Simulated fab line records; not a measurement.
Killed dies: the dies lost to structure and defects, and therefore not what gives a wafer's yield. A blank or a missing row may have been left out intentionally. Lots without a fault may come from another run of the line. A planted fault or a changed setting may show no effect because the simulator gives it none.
A lot that was struck, set against a sound lot | flow n5-finfet | 36 out of 1938 route steps
Sound: wafers L637.1, L637.4, L637.6. The struck wafers were L632.2, L632.3, L632.6. The cause comes at the end.
Order at every step that has rows: each side's tool, ch and its chambers, its first start. Under that, the readings that differ: sound wafers | struck wafers | difference of the means | sigmas: that difference in standard deviations of wafers without a fault.
alike: words and numbers the same on both sides, and readings whose means are apart by under 2 such deviations; not compared: readings that were withheld, readings missing a value for some wafer, numbers with overlapping values and no deviation given by the record, and bounds like >300 which may hide the same value.
Wherever a step has rows on one side only, a row that says differs or no value, or a row with sigmas, the two part there. When numbers do not overlap yet have no deviation, they are printed without sigmas and do not part them. A reading that every wafer of one side lacks parts them only if that side has two wafers or more.

first, 9 steps without rows for these wafers: N5_MOL_CONTACT_COAG_PRECLEAN_127 (cleans in DIW, time 57.5 s); N5_MOL_CONTACT_COAG_SRD_128 (dry time 32 s); N5_MOL_CONTACT_COAG_CMP_52 (polishes, stops on SiO2, t overpolish 1.5 s, target thk 66.5 nm); N5_MOL_CONTACT_COAG_ANNEAL_112 (time 1800 s); N5_BEOL_M0_SAQP_PECVD_00 (deposits SiCN from 3MS/NH3, target thk 8 nm, time 14 s); N5_BEOL_M0_SAQP_ILD_DEP_01 (deposits SiOC from DEMS/O2, target thk 45.419 nm, time 8.7 s); N5_BEOL_M0_SAQP_HM_DEP_02 (deposits TiN, target thk 12 nm); N5_BEOL_M0_SAQP_PECVD_03 (deposits SiCN from 3MS/NH3, target thk 12 nm, time 21.1 s); N5_BEOL_M0_SAQP_PECVD_96 (deposits a-Si from SiH4/He, target thk 45 nm, time 45.2 s).
N5_BEOL_M0_SAQP_PECVD_97: deposits SiNx from SiH4/NH3/N2, target thk 23 nm, time 19.9 s.
  sound on pecvd-03 ch 0,1,2, day 10 10:28; struck on pecvd-01 ch 0,2, day 9 03:10
  reading                                         | sound        | struck       | difference | sigmas
  model.SiNx_of_BEOL_M0_SAQP_PECVD_97.thk-nm (nm) | 22.6 23 22.8 | 12.6 12.6 13 | -10.1      |
  alike: heater-power-w, showerhead-plenum-p-Torr, showerhead-vpp-V, throttle-valve-pct
then, 24 steps without rows for these wafers: N5_BEOL_M0_SAQP_PECVD_04 (deposits a-Si from SiH4/He, target thk 60 nm, time 60.2 s); N5_BEOL_M0_SAQP_HM_DEP_111 (deposits SiO2 from SiH4/N2O, target thk 12 nm, time 7.2 s); N5_BEOL_M0_SAQP_COAT_81 (time 60 s, resist thk 100 nm); N5_BEOL_M0_SAQP_COAT_82 (time 60 s, resist thk 30 nm); N5_BEOL_M0_SAQP_COAT_08 (resist thk 90 nm); N5_BEOL_M0_SAQP_EBR_10; N5_BEOL_M0_SAQP_SOFTBAKE_09 (time 60 s); N5_BEOL_M0_SAQP_EXPOSE_11 (exposes mask M0 CORE, target cd 42 nm); N5_BEOL_M0_SAQP_PEB_12 (peb time 60 s); N5_BEOL_M0_SAQP_DEVELOP_13 (develop time 30 s); N5_BEOL_M0_SAQP_DESCUM_19 (chemistry O2, time 7.9 s); N5_BEOL_M0_SAQP_ETCH_83 (etches SiARC in CF4, target depth 39 nm, time 65 s); N5_BEOL_M0_SAQP_ETCH_84 (etches SOC in N2/H2, target depth 100 nm, overetch 20 nm, time 150 s); N5_BEOL_M0_SAQP_STRIP_80 (strips in N2/H2); N5_BEOL_M0_SAQP_HM_OPEN_112 (chemistry CHF3/O2, target SiO2, stops on a-Si, target depth 12 nm, time 13.5 s); N5_BEOL_M0_SAQP_STRIP_113 (strips in CHF3/O2); N5_BEOL_M0_SAQP_MANDREL_ETCH_20 (etches a-Si in HBr/Cl2, stops on SiNx, target depth 60 nm, bt time 10 s, time 30 s); N5_BEOL_M0_SAQP_STRIP_86 (strips in N2/H2); N5_BEOL_M0_SAQP_STRIP_115 (strips in post etch residue remover, time 60 s); N5_BEOL_M0_SAQP_SRD_93 (time 30 s); N5_BEOL_M0_SAQP_RECESS_114 (chemistry HF/NH3, target SiO2, target depth 14.4 nm, afs cycles 3, sublimation time 60 s); N5_BEOL_M0_SAQP_SPACER1_ALD_98 (deposits SiO2, target thk 12.8 nm, pulse time 1 s, purge time 2 s); N5_BEOL_M0_SAQP_SPACER1_ETCHBACK_99 (etches SiO2 in CHF3/O2, target depth 15.4 nm, time 7.7 s); N5_BEOL_M0_SAQP_MANDREL1_REMOVE_100 (chemistry HBr/Cl2/O2, target a-Si, stops on SiNx, bt time 10 s).
N5_BEOL_M0_SAQP_ETCH_106: etches SOC in N2/H2, stops on SiNx, target depth 150 nm.
  sound on rie-diel-05 ch 1,2,3, day 10 13:21; struck on rie-diel-05 ch 2,3, day 9 06:14
  reading                                         | sound        | struck  | difference | sigmas
  model.SiNx_of_BEOL_M0_SAQP_PECVD_97.thk-nm (nm) | 14.6 15.4 15 | 5 4.8 5 | -10        |
  alike: drypump-motor-current-A, oes-product-au, rf-vpp-V, showerhead-plenum-p-Torr, throttle-valve-pct
  not compared: rf-hours-counter-h
-- here the record skips 3 days between the struck wafers' starts before and after, leaving off in module BEOL_M0_SAQP and picking up in module BEOL_M4 (first step shown: number 1111 of the route) --
N5_BEOL_M4_RC_MEAS_101:
  sound on prober-02 ch 0, day 13 07:02; struck on prober-01 ch 0, day 11 19:49
  alike: DIBL_N, DIBL_P, IOFF_N, IOFF_P, ION_N, ION_P, SS_N, SS_P, VT_N, VT_P

== WHERE THEY PART ==
Nowhere in this record.

WHY: what the simulator had put in
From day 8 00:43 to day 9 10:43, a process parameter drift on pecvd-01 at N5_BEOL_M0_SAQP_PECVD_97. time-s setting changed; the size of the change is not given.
